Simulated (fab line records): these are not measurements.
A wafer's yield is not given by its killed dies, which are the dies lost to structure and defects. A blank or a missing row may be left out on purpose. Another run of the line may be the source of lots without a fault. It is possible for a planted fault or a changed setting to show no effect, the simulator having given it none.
fab line records | flow n5_finfet
[record] lots = 6 | wafers = 18 | last_day = 18
route steps=1938 shown BEOL_M7@1293
lots with no fault: from the same line, run without faults
start_h: hours from the record's first day to the start of the lot's first wafer shown | wait_h: hours from the lot's prior step to this one | " as in the row above | L1.1+2: a single row standing in for several wafers | - value missing, or start not given | * or withheld: withheld | < > ~ a bound
route shown NAME@n: NAME is a module with steps in the file, n the number in the route of the first one | usual: mean/standard deviation of fault-free wafers | same: alike in all rows | chamber/n: place in a boat | sites: the reading at each site | _std_site: their standard deviation | _edge_site: the outer-site mean with the inner-site mean subtracted | radius_mm: for every site, how far away it sits from the centre of the wafer | mask NAME#n: copy n | behind: the tool/chamber that last shaped the wafer | hold: what put the lot on hold/how long, in hours/how the hold closed | device: which transistor (n, p or np) failed to switch | end of line: tests run on the same wafers once the route is complete | a step without rows: its recipe alone | killed: dies lost to structure and defects at the first sort, not the wafer's yield | map: per-die view of a wafer (x killed, . not killed, _ where there is no die)
set.NAME: the run value of the setting; set.NAME@STEP: its run value at that earlier step | model.NAME: the simulator's own value behind a step, which no gauge read
lots seen at some steps along the route; tables by step, rows by wafer
services: from which hour (start_h, from the record's first day; less than 0 if before it) a tool's chamber was out of use, for how many hours, and why
[[steps]]
[step N5_BEOL_M7_EXPOSE_25]
[recipe] mask_id = V6 | na = 0.33 | source_shape = annular | sigma_inner = 0.4 | sigma_outer = 0.8 | polarization = unpolarized | target_cd_nm = 40 | dose_mj = 42.5
[step N5_BEOL_M7_PEB_26]
[recipe] peb_temp_c = 100 | peb_time_s = 60 | resist = CAR-EUV
[step N5_BEOL_M7_DEVELOP_27]
[recipe] develop_time_s = 30 | developer = TMAH | resist = CAR-EUV | rinse_liquid = surfactant_rinse | dry = air_spin | dev_temp_c = 23
[step N5_BEOL_M7_CD_MEAS_28]
[recipe] target_cd_nm = 40 | landing_energy_ev = 500 | detector = se_inlens
[usual] cd_nm = 40.00/0.26
lot.wafer | tool      | chamber | start_h | wait_h | cd_nm
L691.1    | cd_sem-02 | 0       | 198.04  | -      | 39.99
L691.2    | "         | 0       | "       | "      | 39.83
L691.3    | "         | 0       | "       | "      | 40.03
L698.1    | cd_sem-01 | 0       | 238.60  | -      | 39.92
L698.4    | "         | 0       | "       | "      | 39.93
L698.5    | "         | 0       | "       | "      | 40.39
L699.2    | cd_sem-02 | 0       | 238.81  | -      | 39.56
L699.3    | "         | 0       | "       | "      | 39.98
L699.6    | "         | 0       | "       | "      | 39.68
L701.2    | cd_sem-01 | 0       | 254.60  | -      | 40.10
L701.4    | "         | 0       | "       | "      | 39.72
L701.5    | "         | 0       | "       | "      | 40.04
L709.1    | cd_sem-01 | 0       | 321.55  | -      | 39.45
L709.2    | "         | 0       | "       | "      | 40.30
L709.3    | "         | 0       | "       | "      | 39.86
L713.1    | cd_sem-01 | 0       | 347.09  | -      | 40.39
L713.2    | "         | 0       | "       | "      | 40.11
L713.6    | "         | 0       | "       | "      | 39.86
[step N5_BEOL_M7_OVL_MEAS_29]
[recipe] points_per_wafer = 522
[usual] V6_OVL = 0.1/0.81
lot.wafer | tool       | chamber | start_h | wait_h | V6_OVL[nm]
L691.1    | overlay-02 | 0       | 198.07  | 0.0    | -0.5
L691.2    | "          | 0       | "       | "      | 0.3
L691.3    | "          | 0       | "       | "      | 0.0
L698.1    | overlay-01 | 0       | 238.63  | 0.0    | -1.2
L698.4    | "          | 0       | "       | "      | -0.3
L698.5    | "          | 0       | "       | "      | -1.0
L699.2    | overlay-02 | 0       | 238.85  | 0.0    | 1.4
L699.3    | "          | 0       | "       | "      | -0.8
L699.6    | "          | 0       | "       | "      | 1.0
L701.2    | overlay-02 | 0       | 254.64  | 0.0    | -0.4
L701.4    | "          | 0       | "       | "      | 0.1
L701.5    | "          | 0       | "       | "      | -0.3
L709.1    | overlay-02 | 0       | 321.58  | 0.0    | -1.2
L709.2    | "          | 0       | "       | "      | -0.3
L709.3    | "          | 0       | "       | "      | -0.9
L713.1    | overlay-01 | 0       | 347.12  | 0.0    | -0.9
L713.2    | "          | 0       | "       | "      | 0.0
L713.6    | "          | 0       | "       | "      | 1.2
[step N5_BEOL_M7_INSPECT_30]
[recipe] mode = adi | inspect_instrument = brightfield
[usual] raw_defect_count = 414/90
lot.wafer | tool              | chamber | start_h | wait_h | raw_defect_count
L691.1    | defect_inspect-02 | -       | 198.13  | 0.1    | 351
L691.2    | "                 | -       | "       | "      | 466
L691.3    | "                 | -       | "       | "      | 405
L698.1    | defect_inspect-02 | -       | 238.69  | 0.1    | 428
L698.4    | "                 | -       | "       | "      | 370
L698.5    | "                 | -       | "       | "      | 370
L699.2    | defect_inspect-02 | -       | 238.90  | 0.0    | 377
L699.3    | "                 | -       | "       | "      | 349
L699.6    | "                 | -       | "       | "      | 384
L701.2    | defect_inspect-01 | -       | 254.70  | 0.1    | 529
L701.4    | "                 | -       | "       | "      | 479
L701.5    | "                 | -       | "       | "      | 395
L709.1    | defect_inspect-02 | -       | 321.64  | 0.1    | 488
L709.2    | "                 | -       | "       | "      | 440
L709.3    | "                 | -       | "       | "      | 500
L713.1    | defect_inspect-01 | -       | 347.18  | 0.1    | 287
L713.2    | "                 | -       | "       | "      | 456
L713.6    | "                 | -       | "       | "      | 433
[step N5_BEOL_M7_DESCUM_33]
[recipe] chemistry = O2 | time_s = 7 | source_power_w = 50 | bias_power_w = 20 | pressure_mtorr = 20 | rf_frequency_hz = 2.712e+07 | temp_c = 40 | resist = CAR-EUV | o2_flow_sccm = 225
[usual] drypump_motor_current_A = 5.6/0.35 | oes_product_au = 0.78/0.073 | rf_vpp_V = 243.0/1.2 | showerhead_plenum_p_Torr = 2.09/0.051 | throttle_valve_pct = 20.48/0.26
[same] time_s = 7
lot.wafer | tool        | chamber | start_h | wait_h | drypump_motor_current_A | oes_product_au | rf_hours_counter_h | rf_vpp_V | showerhead_plenum_p_Torr | throttle_valve_pct
L691.1    | rie_diel-02 | 1       | 198.40  | 0.3    | 6.1                     | 0.88           | 46                 | 243.8    | 2.15                     | 20.90
L691.2    | "           | 2       | "       | "      | 5.5                     | 0.71           | 206                | 242.5    | 2.07                     | 20.29
L691.3    | "           | 3       | "       | "      | 5.2                     | 0.81           | 83                 | 244.0    | 2.12                     | 20.08
L698.1    | rie_diel-04 | 1       | 238.72  | 0.0    | 5.8                     | 0.80           | 108                | 243.2    | 2.03                     | 20.39
L698.4    | "           | 2       | "       | "      | 6.1                     | 0.71           | 177                | 245.3    | 2.18                     | 20.36
L698.5    | "           | 1       | "       | "      | 5.8                     | 0.80           | -                  | 242.7    | 2.03                     | 20.37
L699.2    | rie_diel-06 | 2       | 238.97  | 0.1    | 6.0                     | 0.83           | 69                 | 242.0    | 2.05                     | 20.51
L699.3    | "           | 1       | "       | "      | 5.3                     | 0.77           | 156                | 242.4    | 2.10                     | 20.59
L699.6    | "           | 0       | "       | "      | 5.1                     | 0.69           | -                  | 244.3    | 2.14                     | 20.33
L701.2    | rie_diel-06 | 2       | 255.06  | 0.4    | 6.0                     | 0.83           | 74                 | 243.0    | 2.05                     | 20.52
L701.4    | "           | 1       | "       | "      | 5.3                     | 0.76           | 163                | 241.7    | 2.09                     | 20.60
L701.5    | "           | 1       | "       | "      | 5.3                     | 0.76           | -                  | 241.8    | 2.09                     | 20.59
L709.1    | rie_diel-04 | 2       | 321.67  | 0.0    | 6.1                     | 0.69           | 202                | 243.1    | 2.17                     | 20.41
L709.2    | "           | 3       | "       | "      | 5.4                     | 0.70           | 214                | 242.9    | 2.14                     | 20.34
L709.3    | "           | 1       | "       | "      | 5.8                     | 0.77           | 140                | 241.8    | 2.02                     | 20.42
L713.1    | rie_diel-06 | 3       | 347.21  | 0.0    | 5.5                     | 0.72           | 230                | 241.8    | 2.00                     | 20.93
L713.2    | "           | 1       | "       | "      | 5.3                     | 0.74           | 195                | 242.8    | 2.08                     | 20.63
L713.6    | "           | 2       | "       | "      | 6.0                     | 0.80           | -                  | 241.7    | 2.04                     | 20.57
[step N5_BEOL_M7_ETCH_72]
[recipe] chemistry = N2/H2 | target = underlayer | target_depth_a = 65 | mask_material = CAR-EUV | time_s = 5.2 | ion_energy_ev = 200 | pressure_mtorr = 30 | source_w = 840 | bias_w = 150 | n2_flow_sccm = 200 | h2_flow_sccm = 200 | ends = cleared
[usual] drypump_motor_current_A = 5.6/0.35 | etch_rf_on_time_s = 5.24/0.099 | oes_product_au = 0.66/0.061 | rf_fwd_power_W = 819.4/2.7 | rf_vpp_V = 523.8/2.3 | showerhead_plenum_p_Torr = 2.54/0.068 | throttle_valve_pct = 17.92/0.22
lot.wafer | tool        | chamber | start_h | wait_h | drypump_motor_current_A | etch_rf_on_time_s | oes_product_au | rf_fwd_power_W | rf_hours_counter_h | rf_vpp_V | showerhead_plenum_p_Torr | throttle_valve_pct
L691.1    | rie_diel-02 | 1       | 198.44  | 0.0    | 6.2                     | 5.22              | 0.75           | 816.6          | 46                 | 524.1    | 2.59                     | 18.16
L691.2    | "           | 2       | "       | "      | 5.6                     | 5.18              | 0.61           | 813.6          | 206                | 522.8    | 2.54                     | 17.95
L691.3    | "           | 3       | "       | "      | 5.2                     | 5.11              | 0.70           | 819.3          | 83                 | 526.5    | 2.59                     | 17.64
L698.1    | rie_diel-04 | 1       | 238.76  | 0.0    | 5.8                     | 5.43              | 0.67           | 817.6          | 108                | 522.2    | 2.46                     | 17.76
L698.4    | "           | 2       | "       | "      | 6.1                     | 5.28              | 0.62           | 817.6          | 177                | 526.7    | 2.63                     | 17.74
L698.5    | "           | 1       | "       | "      | 5.8                     | 5.42              | 0.67           | 817.8          | -                  | 520.7    | 2.46                     | 17.77
L699.2    | rie_diel-06 | 2       | 239.01  | 0.0    | 6.0                     | 5.20              | 0.71           | 826.2          | 69                 | 520.8    | 2.48                     | 17.83
L699.3    | "           | 1       | "       | "      | 5.4                     | 5.23              | 0.64           | 817.8          | 156                | 525.7    | 2.54                     | 17.99
L699.6    | "           | 0       | "       | "      | 5.1                     | 5.12              | 0.59           | 817.1          | -                  | 525.6    | 2.61                     | 17.75
L701.2    | rie_diel-06 | 2       | 255.10  | 0.0    | 6.0                     | 5.30              | 0.70           | 821.3          | 74                 | 521.2    | 2.48                     | 17.84
L701.4    | "           | 1       | "       | "      | 5.3                     | 5.27              | 0.64           | 821.6          | 163                | 525.9    | 2.54                     | 18.02
L701.5    | "           | 1       | "       | "      | 5.3                     | 5.28              | 0.64           | 825.6          | -                  | 523.6    | 2.54                     | 17.99
L709.1    | rie_diel-04 | 2       | 321.70  | 0.0    | 6.1                     | 5.30              | 0.60           | 822.5          | 202                | 525.4    | 2.61                     | 17.77
L709.2    | "           | 3       | "       | "      | 5.4                     | 5.33              | 0.60           | 822.3          | 214                | 527.0    | 2.63                     | 18.05
L709.3    | "           | 1       | "       | "      | 5.8                     | 5.42              | 0.64           | 821.0          | 140                | 521.2    | 2.45                     | 17.81
L713.1    | rie_diel-06 | 3       | 347.24  | 0.0    | 5.6                     | 5.13              | 0.61           | 819.0          | 230                | 519.9    | 2.42                     | 18.32
L713.2    | "           | 1       | "       | "      | 5.3                     | 5.27              | 0.63           | 818.4          | 195                | 524.3    | 2.52                     | 18.05
L713.6    | "           | 2       | "       | "      | 6.0                     | 5.34              | 0.66           | 818.6          | -                  | 519.5    | 2.46                     | 17.87
[step N5_BEOL_M7_ETCH_65]
[recipe] chemistry = CF4 | target = SiARC | target_depth_a = 156 | mask_material = CAR-EUV | time_s = 26 | ion_energy_ev = 80 | pressure_mtorr = 40 | source_w = 545 | bias_w = 36 | Ar_flow_sccm = 100 | cf4_flow_sccm = 100 | ends = cleared
[usual] drypump_motor_current_A = 5.6/0.35 | etch_rf_on_time_s = 26.1/0.53 | oes_product_au = 0.66/0.06 | rf_fwd_power_W = 532.2/2.5 | rf_vpp_V = 184.1/0.98 | showerhead_plenum_p_Torr = 2.13/0.054 | throttle_valve_pct = 15.61/0.19
lot.wafer | tool        | chamber | start_h | wait_h | drypump_motor_current_A | etch_rf_on_time_s | oes_product_au | rf_fwd_power_W | rf_hours_counter_h | rf_vpp_V | showerhead_plenum_p_Torr | throttle_valve_pct
L691.1    | rie_diel-02 | 1       | 198.45  | 0.0    | 6.1                     | 26.4              | 0.75           | 529.6          | 46                 | 185.4    | 2.17                     | 15.77
L691.2    | "           | 2       | "       | "      | 5.5                     | 26.2              | 0.61           | 534.3          | 206                | 183.2    | 2.11                     | 15.47
L691.3    | "           | 3       | "       | "      | 5.1                     | 25.6              | 0.70           | 531.7          | 83                 | 184.9    | 2.16                     | 15.27
L698.1    | rie_diel-04 | 1       | 238.77  | 0.0    | 5.9                     | 27.0              | 0.67           | 534.6          | 108                | 185.2    | 2.07                     | 15.39
L698.4    | "           | 2       | "       | "      | 6.0                     | 26.2              | 0.62           | 533.5          | 177                | 184.8    | 2.22                     | 15.50
L698.5    | "           | 1       | "       | "      | 5.9                     | 27.1              | 0.68           | 532.0          | -                  | 183.7    | 2.07                     | 15.40
L699.2    | rie_diel-06 | 2       | 239.02  | 0.0    | 6.0                     | 26.1              | 0.71           | 534.2          | 69                 | 184.8    | 2.09                     | 15.62
L699.3    | "           | 1       | "       | "      | 5.3                     | 25.6              | 0.66           | 533.4          | 156                | 183.9    | 2.13                     | 15.72
L699.6    | "           | 0       | "       | "      | 5.1                     | 25.4              | 0.59           | 532.7          | -                  | 183.7    | 2.20                     | 15.62
L701.2    | rie_diel-06 | 2       | 255.11  | 0.0    | 6.0                     | 26.0              | 0.70           | 531.4          | 74                 | 182.9    | 2.09                     | 15.63
L701.4    | "           | 1       | "       | "      | 5.4                     | 26.0              | 0.64           | 530.6          | 163                | 184.3    | 2.13                     | 15.73
L701.5    | "           | 1       | "       | "      | 5.3                     | 25.9              | 0.65           | 535.1          | -                  | 185.8    | 2.13                     | 15.74
L709.1    | rie_diel-04 | 2       | 321.72  | 0.0    | 6.1                     | 26.6              | 0.60           | 536.4          | 202                | 184.7    | 2.21                     | 15.54
L709.2    | "           | 3       | "       | "      | 5.4                     | 26.9              | 0.60           | 534.4          | 214                | 185.9    | 2.20                     | 15.69
L709.3    | "           | 1       | "       | "      | 5.8                     | 27.4              | 0.65           | 529.6          | 140                | 182.7    | 2.06                     | 15.46
L713.1    | rie_diel-06 | 3       | 347.26  | 0.0    | 5.5                     | 25.8              | 0.61           | 529.7          | 230                | 183.5    | 2.03                     | 15.94
L713.2    | "           | 1       | "       | "      | 5.4                     | 26.5              | 0.62           | 537.6          | 195                | 182.7    | 2.12                     | 15.80
L713.6    | "           | 2       | "       | "      | 6.0                     | 26.6              | 0.67           | 531.5          | -                  | 184.2    | 2.08                     | 15.70
[step N5_BEOL_M7_ETCH_66]
[recipe] chemistry = N2/H2 | target = SOC | target_depth_a = 800 | overetch_a = 160 | mask_material = SiARC | temp_c = 40 | time_s = 120 | ion_energy_ev = 200 | pressure_mtorr = 30 | source_w = 840 | bias_w = 150 | n2_flow_sccm = 200 | h2_flow_sccm = 200
[usual] drypump_motor_current_A = 5.6/0.35 | oes_product_au = 0.59/0.053 | rf_fwd_power_W = 836.1/2.6 | rf_vpp_V = 523.5/2.1 | showerhead_plenum_p_Torr = 2.54/0.068 | throttle_valve_pct = 17.88/0.22
[same] time_s = 120
lot.wafer | tool        | chamber | start_h | wait_h | drypump_motor_current_A | oes_product_au | rf_fwd_power_W | rf_hours_counter_h | rf_vpp_V | showerhead_plenum_p_Torr | throttle_valve_pct
L691.1    | rie_diel-02 | 1       | 198.48  | 0.0    | 6.1                     | 0.67           | 835.8          | 46                 | 525.2    | 2.59                     | 18.15
L691.2    | "           | 2       | "       | "      | 5.5                     | 0.55           | 838.1          | 206                | 523.0    | 2.54                     | 17.90
L691.3    | "           | 3       | "       | "      | 5.2                     | 0.62           | 839.9          | 83                 | 524.5    | 2.59                     | 17.60
L698.1    | rie_diel-04 | 1       | 238.80  | 0.0    | 5.8                     | 0.61           | 834.7          | 108                | 520.8    | 2.46                     | 17.74
L698.4    | "           | 2       | "       | "      | 6.1                     | 0.56           | 837.7          | 177                | 524.9    | 2.63                     | 17.69
L698.5    | "           | 1       | "       | "      | 5.8                     | 0.62           | 832.3          | -                  | 521.5    | 2.46                     | 17.73
L699.2    | rie_diel-06 | 2       | 239.05  | 0.0    | 6.0                     | 0.64           | 843.2          | 69                 | 522.2    | 2.48                     | 17.79
L699.3    | "           | 1       | "       | "      | 5.3                     | 0.58           | 838.8          | 156                | 523.0    | 2.54                     | 17.93
L699.6    | "           | 0       | "       | "      | 5.1                     | 0.52           | 839.3          | -                  | 525.3    | 2.61                     | 17.74
L701.2    | rie_diel-06 | 2       | 255.14  | 0.0    | 6.0                     | 0.63           | 833.9          | 74                 | 521.1    | 2.48                     | 17.79
L701.4    | "           | 1       | "       | "      | 5.4                     | 0.58           | 834.2          | 163                | 522.9    | 2.54                     | 17.95
L701.5    | "           | 1       | "       | "      | 5.3                     | 0.58           | 833.6          | -                  | 524.3    | 2.54                     | 17.96
L709.1    | rie_diel-04 | 2       | 321.75  | 0.0    | 6.1                     | 0.54           | 840.0          | 202                | 526.3    | 2.61                     | 17.73
L709.2    | "           | 3       | "       | "      | 5.4                     | 0.54           | 837.6          | 214                | 525.2    | 2.63                     | 18.03
L709.3    | "           | 1       | "       | "      | 5.8                     | 0.60           | 837.0          | 140                | 520.8    | 2.45                     | 17.79
L713.1    | rie_diel-06 | 3       | 347.29  | 0.0    | 5.5                     | 0.55           | 832.8          | 230                | 520.1    | 2.42                     | 18.26
L713.2    | "           | 1       | "       | "      | 5.3                     | 0.56           | 836.7          | 195                | 524.5    | 2.52                     | 18.00
L713.6    | "           | 2       | "       | "      | 6.0                     | 0.61           | 833.8          | -                  | 521.3    | 2.46                     | 17.84
[step N5_BEOL_M7_STRIP_69]
[recipe] chemistry = N2/H2 | temp_c = 40 | n2_flow_sccm = 200 | h2_flow_sccm = 200 | rf_frequency_hz = 6e+07
[step N5_BEOL_M7_STRIP_73]
[recipe] chemistry = N2/H2 | temp_c = 40 | n2_flow_sccm = 200 | h2_flow_sccm = 200 | rf_frequency_hz = 6e+07
[step N5_BEOL_M7_VIA_ETCH_34]
[recipe] chemistry = C4F6/O2 | target = SiCOH_lowk | target_depth_a = 1255 | mask_material = SOC | taper_deg = 4 | time_s = 50.5 | ion_energy_ev = 250 | pressure_mtorr = 30 | source_w = 345 | bias_w = 185 | Ar_flow_sccm = 300 | C4F6_flow_sccm = 10 | O2_flow_sccm = 10
[usual] O2_flow_sccm = 10.002/0.03 | drypump_motor_current_A = 5.6/0.35 | oes_f_703_au = 0.78/0.067 | oes_o_777_au = 0.78/0.067 | oes_product_au = 0.77/0.072 | rf_fwd_power_W = 341.8/1.3 | rf_vpp_V = 659/11 | showerhead_plenum_p_Torr = 2.83/0.075 | throttle_valve_pct = 20.87/0.22
[same] time_s = 50.5
lot.wafer | tool        | chamber | start_h | wait_h | O2_flow_sccm | drypump_motor_current_A | oes_f_703_au | oes_o_777_au | oes_product_au | rf_fwd_power_W | rf_hours_counter_h | rf_vpp_V | showerhead_plenum_p_Torr | throttle_valve_pct | model.etch.depth_nm | model.SOC_of_BEOL_M7_COAT_63.thk_nm
L691.1    | rie_diel-02 | 1       | 198.58  | 0.0    | 10.024       | 6.1                     | 0.89         | 0.89         | 0.87           | 341.3          | 46                 | 660      | 2.89                     | 21.22              | 123.6               | 53.8
L691.2    | "           | 2       | "       | "      | 9.949        | 5.5                     | 0.75         | 0.75         | 0.71           | 343.1          | 206                | 645      | 2.80                     | 20.65              | 122.1               | 53.8
L691.3    | "           | 3       | "       | "      | 10.002       | 5.1                     | 0.83         | 0.83         | 0.81           | 343.0          | 83                 | 644      | 2.86                     | 20.49              | 125.5               | 53.6
L698.1    | rie_diel-04 | 1       | 238.90  | 0.0    | 10.012       | 5.8                     | 0.78         | 0.79         | 0.79           | 340.6          | 108                | 676      | 2.74                     | 20.66              | 122.5               | 54.2
L698.4    | "           | 2       | "       | "      | 9.995        | 6.1                     | 0.73         | 0.74         | 0.71           | 343.5          | 177                | 656      | 2.94                     | 20.72              | 122.6               | 54
L698.5    | "           | 1       | "       | "      | 10.020       | 5.8                     | 0.77         | 0.79         | 0.79           | 338.9          | -                  | 676      | 2.74                     | 20.66              | 121.7               | 54.2
L699.2    | rie_diel-06 | 2       | 239.15  | 0.0    | 10.009       | 6.0                     | 0.59         | 0.64         | 0.77           | 259.6          | 69                 | 765      | 2.77                     | 20.85              | 111.6               | 54.4
L699.3    | "           | 1       | "       | "      | 9.987        | 5.3                     | 0.56         | 0.58         | 0.72           | 259.8          | 156                | 754      | 2.83                     | 20.92              | 112.7               | 54.4
L699.6    | "           | 0       | "       | "      | 10.001       | 5.1                     | 0.48         | 0.51         | 0.64           | 258.7          | -                  | 767      | 2.93                     | 20.91              | 113.5               | 54.4
L701.2    | rie_diel-06 | 2       | 255.24  | 0.0    | 9.994        | 6.0                     | 0.58         | 0.63         | 0.78           | 259.6          | 74                 | 763      | 2.76                     | 20.86              | 112.7               | 54.4
L701.4    | "           | 1       | "       | "      | 10.033       | 5.4                     | 0.55         | 0.58         | 0.71           | 259.3          | 163                | 752      | 2.82                     | 20.95              | 112.7               | 54.6
L701.5    | "           | 1       | "       | "      | 10.072       | 5.4                     | 0.55         | 0.58         | 0.70           | 260.8          | -                  | 753      | 2.83                     | 20.92              | 110.8               | 54.4
L709.1    | rie_diel-04 | 2       | 321.85  | 0.0    | 10.036       | 6.1                     | 0.71         | 0.72         | 0.70           | 342.7          | 202                | 655      | 2.93                     | 20.77              | 123                 | 54
L709.2    | "           | 3       | "       | "      | 10.017       | 5.4                     | 0.69         | 0.69         | 0.71           | 339.1          | 214                | 688      | 2.92                     | 20.86              | 123.3               | 54.2
L709.3    | "           | 1       | "       | "      | 10.006       | 5.8                     | 0.75         | 0.76         | 0.76           | 342.9          | 140                | 677      | 2.73                     | 20.70              | 121.4               | 54.2
L713.1    | rie_diel-06 | 3       | 347.39  | 0.0    | 10.032       | 5.5                     | 0.72         | 0.72         | 0.71           | 340.3          | 230                | 654      | 2.70                     | 21.24              | 126.1               | 53.8
L713.2    | "           | 1       | "       | "      | 10.017       | 5.3                     | 0.74         | 0.74         | 0.72           | 341.0          | 195                | 656      | 2.81                     | 20.98              | 122.3               | 54.2
L713.6    | "           | 2       | "       | "      | 9.959        | 6.0                     | 0.80         | 0.80         | 0.79           | 341.8          | -                  | 662      | 2.75                     | 20.91              | 122.1               | 54.2
[step N5_BEOL_M7_STRIP_76]
[recipe] chemistry = C4F6/O2 | resist = SiARC | rf_frequency_hz = 6e+07
[[services]]
tool        | chamber | start_h | hours | kind
rie_diel-02 | 2       | 199.12  | 3.9   | repair
rie_diel-06 | -       | 201.04  | 0.4   | repair
rie_diel-04 | 2       | 210.52  | 4.3   | repair
rie_diel-04 | 0       | 233.13  | 1.3   | repair
rie_diel-06 | 3       | 237.11  | 10.1  | repair
rie_diel-06 | 0       | 256.68  | -     | clean
rie_diel-06 | 0       | 256.68  | -     | consumable_replace:focus_ring
rie_diel-06 | 0       | 256.68  | 16.4  | scheduled_down
rie_diel-06 | 0       | 256.68  | 16.4  | vent_cycle
rie_diel-02 | 2       | 262.89  | 2.0   | repair
rie_diel-02 | -       | 275.04  | 4.0   | pm
rie_diel-02 | 2       | 291.71  | 6.1   | repair
rie_diel-06 | 2       | 293.86  | 4.5   | repair
rie_diel-06 | 3       | 298.24  | 2.1   | repair
rie_diel-04 | 0       | 299.28  | -     | clean
rie_diel-04 | 0       | 299.28  | -     | consumable_replace:focus_ring
rie_diel-04 | 0       | 299.28  | 33.5  | scheduled_down
rie_diel-04 | 0       | 299.28  | 33.5  | vent_cycle
[[key]]
[first_sign] step = N5_BEOL_M7_VIA_ETCH_34 | reading = rf_fwd_power_W | direction = down | sigmas = 65 | usual = * | struck = *
[effect] step = N5_BEOL_M7_VIA_ETCH_34 | reading = rf_vpp_V | direction = up | sigmas = 8.9 | usual = 659 | struck = 759
[model_effect] step = N5_BEOL_M7_VIA_ETCH_34 | value = etch.depth_nm | without = 124.9 | struck = 112.3
met_at N5_BEOL_M7_VIA_ETCH_34
struck_wafers L699.2,L699.3,L699.6,L701.2,L701.4,L701.5
[fault] kind = process_parameter_drift | tool = rie_diel-06 | chamber = - | onset_h = 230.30 | steps = N5_BEOL_M7_VIA_ETCH_34 | channel = source_w | offset = -82.8 | shape = step | end_h = 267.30 | acts_in = these_recipes_only | stated = 345
